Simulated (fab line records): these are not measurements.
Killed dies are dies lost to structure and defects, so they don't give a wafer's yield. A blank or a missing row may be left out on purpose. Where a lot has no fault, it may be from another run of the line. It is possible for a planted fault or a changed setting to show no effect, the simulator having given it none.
Shared-tool check + flow nandHarc + 36 wafers sampled across 10 lots

## WHY IT WAS OPENED
Flagged at NHARC_A_SGD_CUT_INSPECT_11: reading rawDefectCount, on 2 of 10 lots. Wafers without a fault read 48, standard deviation 24.
Rule: a lot is flagged in two cases, either no wafer of it has a number, or all its wafers with numbers fall more than 4 standard deviations from that mean. The rest of the lots are taken to be sound.

| lot  | measured     | on               | rawDefectCount, wafer by wafer | flag    |
|------|--------------|------------------|--------------------------------|---------|
| L837 | day 19 21:05 | defectInspect-02 | 59 53 60                       |         |
| L839 | day 20 10:28 | defectInspect-02 | 634 575 589 637 574 592        | FLAGGED |
| L841 | day 21 04:18 | defectInspect-02 | 612 579 569 609 575 564        | FLAGGED |
| L849 | day 24 02:50 | defectInspect-01 | 43 48 42                       |         |
| L850 | day 24 23:00 | defectInspect-02 | 79 102 79                      |         |
| L852 | day 26 00:04 | defectInspect-01 | 58 59 54                       |         |
| L853 | day 26 10:54 | defectInspect-01 | 55 55 53                       |         |
| L855 | day 27 03:32 | defectInspect-01 | 35 23 21                       |         |
| L858 | day 27 23:00 | defectInspect-01 | 37 35 33                       |         |
| L859 | day 29 16:41 | defectInspect-02 | 8 9 15                         |         |
The mean of the flagged lots' numbers is 592, +544 from the usual (+23 standard deviations).

## LOT BY LOT: THE TOOL USED
2 process steps preceding the reading are held in the record, out of 1302 steps in the route. Every cell lists first the tool, next ch and the chambers used by the sampled wafers, and last the start.
| lot  | flag    | NHARC_A_STAIRCASE_ETCHBACK_157    | NHARC_A_SGD_CUT_DEP_00          |
|------|---------|-----------------------------------|---------------------------------|
| L837 |         | rieDiel-07 ch 0,1,3, day 19 18:43 | pecvd-03 ch 0,1, day 19 20:16   |
| L839 | FLAGGED | rieDiel-08 ch 1,2, day 20 08:28   | pecvd-03 ch 1,2, day 20 09:37   |
| L841 | FLAGGED | rieDiel-08 ch 1,2,3, day 21 02:33 | pecvd-03 ch 0,1, day 21 03:36   |
| L849 |         | rieDiel-12 ch 2,3, day 24 01:07   | pecvd-01 ch 0,2, day 24 02:08   |
| L850 |         | rieDiel-07 ch 0,1,3, day 24 21:16 | pecvd-03 ch 0,1, day 24 22:17   |
| L852 |         | rieDiel-12 ch 0,1, day 25 22:23   | pecvd-03 ch 0,1,2, day 25 23:24 |
| L853 |         | rieDiel-07 ch 0,3, day 26 09:05   | pecvd-03 ch 1,2, day 26 10:03   |
| L855 |         | rieDiel-08 ch 1,2,3, day 27 01:44 | pecvd-03 ch 1,2, day 27 02:41   |
| L858 |         | rieDiel-07 ch 0,1,3, day 27 21:06 | pecvd-02 ch 0,1, day 27 22:09   |
| L859 |         | rieDiel-07 ch 2,3, day 29 14:52   | pecvd-02 ch 1,2, day 29 15:50   |
These steps, and what they do:
- NHARC_A_STAIRCASE_ETCHBACK_157: etches the open film in CH3F/O2, target depth 90 nm, time 167.14 s.
- NHARC_A_SGD_CUT_DEP_00: deposits SiNx, target thk 50 nm.
- NHARC_A_SGD_CUT_INSPECT_11

## FLAGGED OVER TOTAL, TOOL BY TOOL (the gauges that took the reading come last)
| step                           | tool             | lots run | flagged | share of the flagged lots | sound lots run after its first flagged lot |
|--------------------------------|------------------|----------|---------|---------------------------|--------------------------------------------|
| NHARC_A_STAIRCASE_ETCHBACK_157 | rieDiel-07       | 5        | 0       | none                      | -                                          |
| NHARC_A_STAIRCASE_ETCHBACK_157 | rieDiel-08       | 3        | 2       | all                       | 1 (L855)                                   |
| NHARC_A_STAIRCASE_ETCHBACK_157 | rieDiel-12       | 2        | 0       | none                      | -                                          |
| NHARC_A_SGD_CUT_DEP_00         | pecvd-01         | 1        | 0       | none                      | -                                          |
| NHARC_A_SGD_CUT_DEP_00         | pecvd-02         | 2        | 0       | none                      | -                                          |
| NHARC_A_SGD_CUT_DEP_00         | pecvd-03         | 7        | 2       | all                       | 4 (L850,L852,L853,L855)                    |
| NHARC_A_SGD_CUT_INSPECT_11     | defectInspect-01 | 5        | 0       | none                      | -                                          |
| NHARC_A_SGD_CUT_INSPECT_11     | defectInspect-02 | 5        | 2       | all                       | 2 (L850,L859)                              |

## WHAT THE TABLE ALLOWS
Rows of the table that ran every flagged lot, 3 in all: rieDiel-08 at NHARC_A_STAIRCASE_ETCHBACK_157, pecvd-03 at NHARC_A_SGD_CUT_DEP_00, defectInspect-02 at NHARC_A_SGD_CUT_INSPECT_11.
- rieDiel-08 at NHARC_A_STAIRCASE_ETCHBACK_157 ran 3 lots, 2 of them flagged. Sound lots ran on it after the first flagged one (L855), which a lasting fault on the whole tool wouldn't allow.
- pecvd-03 at NHARC_A_SGD_CUT_DEP_00 ran 7 lots, 2 of them flagged. Sound lots ran on it after the first flagged one (L850, L852, L853, L855), which a lasting fault on the whole tool wouldn't allow.
- defectInspect-02 at NHARC_A_SGD_CUT_INSPECT_11 ran 5 lots, 2 of them flagged. Sound lots ran on it after the first flagged one (L850, L859), which a lasting fault on the whole tool wouldn't allow.
Not one row of the table ran every flagged lot while running no sound lot after the first.

## WHAT THE SIMULATOR HAD PUT IN
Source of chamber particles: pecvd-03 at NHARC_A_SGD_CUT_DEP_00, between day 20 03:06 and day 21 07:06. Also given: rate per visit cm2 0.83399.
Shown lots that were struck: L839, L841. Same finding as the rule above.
